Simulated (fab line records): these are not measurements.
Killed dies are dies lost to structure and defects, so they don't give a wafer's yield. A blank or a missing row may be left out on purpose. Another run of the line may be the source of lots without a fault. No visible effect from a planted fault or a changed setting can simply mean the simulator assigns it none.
Commonality check across tools | flow nand_harc | 4 lots, 10 wafers sampled

== WHY IT WAS OPENED ==
Flagged at NHARC_END_SORT_01: reading killed_at_array, on 3 of 4 lots. Fault-free wafers read 63, with a standard deviation of 18.
Rule: a lot gets a flag if all its wafers with a number sit over 4 standard deviations from that mean, or if no wafer of it has a number. All remaining lots are regarded as sound.

lot  | measured     | on        | killed_at_array, wafer by wafer | flag
L971 | day 31 10:41 | prober-02 | 82                              |
L976 | day 31 16:52 | prober-02 | 668 674 673                     | FLAGGED
L977 | day 32 00:43 | prober-02 | 674 674 674                     | FLAGGED
L975 | day 32 01:22 | prober-01 | 670 665 675                     | FLAGGED
The mean of the flagged lots' numbers is 672, +609 from the usual (+34 standard deviations).

== EACH LOT AND THE TOOL IT RAN ON ==
Before the reading, the record contains 3 process steps out of a 1302-step route. In each cell: the tool, then ch and the chambers that the sampled wafers went through, then the start.
lot  | flag    | NHARC_A_CONTACT_ETCH_134             | NHARC_A_CONTACT_ETCH_135             | NHARC_A_CONTACT_ETCH_136
L971 |         | har_cap_etch-03 ch 0,1, day 24 15:20 | har_cap_etch-03 ch 0,1, day 24 15:32 | har_cap_etch-03 ch 0,1, day 24 15:48
L976 | FLAGGED | har_cap_etch-03 ch 0, day 26 21:45   | har_cap_etch-03 ch 0, day 26 21:57   | har_cap_etch-03 ch 0, day 26 22:13
L977 | FLAGGED | har_cap_etch-01 ch 0,1, day 27 09:57 | har_cap_etch-01 ch 0,1, day 27 10:09 | har_cap_etch-01 ch 0,1, day 27 10:26
L975 | FLAGGED | har_cap_etch-03 ch 0,1, day 27 07:49 | har_cap_etch-03 ch 0,1, day 27 08:01 | har_cap_etch-03 ch 0,1, day 27 08:17
What is done by these steps:
- NHARC_A_CONTACT_ETCH_134: etches the open film in C4F8/O2/Ar, time 140 s, target depth 700 nm.
- NHARC_A_CONTACT_ETCH_135: etches the open film in C4F8/O2/Ar, time 311 s, target depth 1912 nm.
- NHARC_A_CONTACT_ETCH_136: etches the open film in C4F8/O2/Ar, time 311 s, target depth 1912 nm.
- NHARC_END_SORT_01

== FLAGGED AGAINST TOTAL, ONE TOOL AT A TIME (gauges that did the reading follow at the end) ==
step                     | tool            | lots run | flagged | share of the flagged lots | sound lots run after its first flagged lot
NHARC_A_CONTACT_ETCH_134 | har_cap_etch-01 | 1        | 1       | some                      | 0
NHARC_A_CONTACT_ETCH_134 | har_cap_etch-03 | 3        | 2       | some                      | 0
NHARC_A_CONTACT_ETCH_135 | har_cap_etch-01 | 1        | 1       | some                      | 0
NHARC_A_CONTACT_ETCH_135 | har_cap_etch-03 | 3        | 2       | some                      | 0
NHARC_A_CONTACT_ETCH_136 | har_cap_etch-01 | 1        | 1       | some                      | 0
NHARC_A_CONTACT_ETCH_136 | har_cap_etch-03 | 3        | 2       | some                      | 0
NHARC_END_SORT_01        | prober-01       | 1        | 1       | some                      | 0
NHARC_END_SORT_01        | prober-02       | 3        | 2       | some                      | 0

== THE TABLE: WHAT IT ALLOWS ==
No row of the table ran every flagged lot.

== WHAT WAS PUT IN BY THE SIMULATOR ==
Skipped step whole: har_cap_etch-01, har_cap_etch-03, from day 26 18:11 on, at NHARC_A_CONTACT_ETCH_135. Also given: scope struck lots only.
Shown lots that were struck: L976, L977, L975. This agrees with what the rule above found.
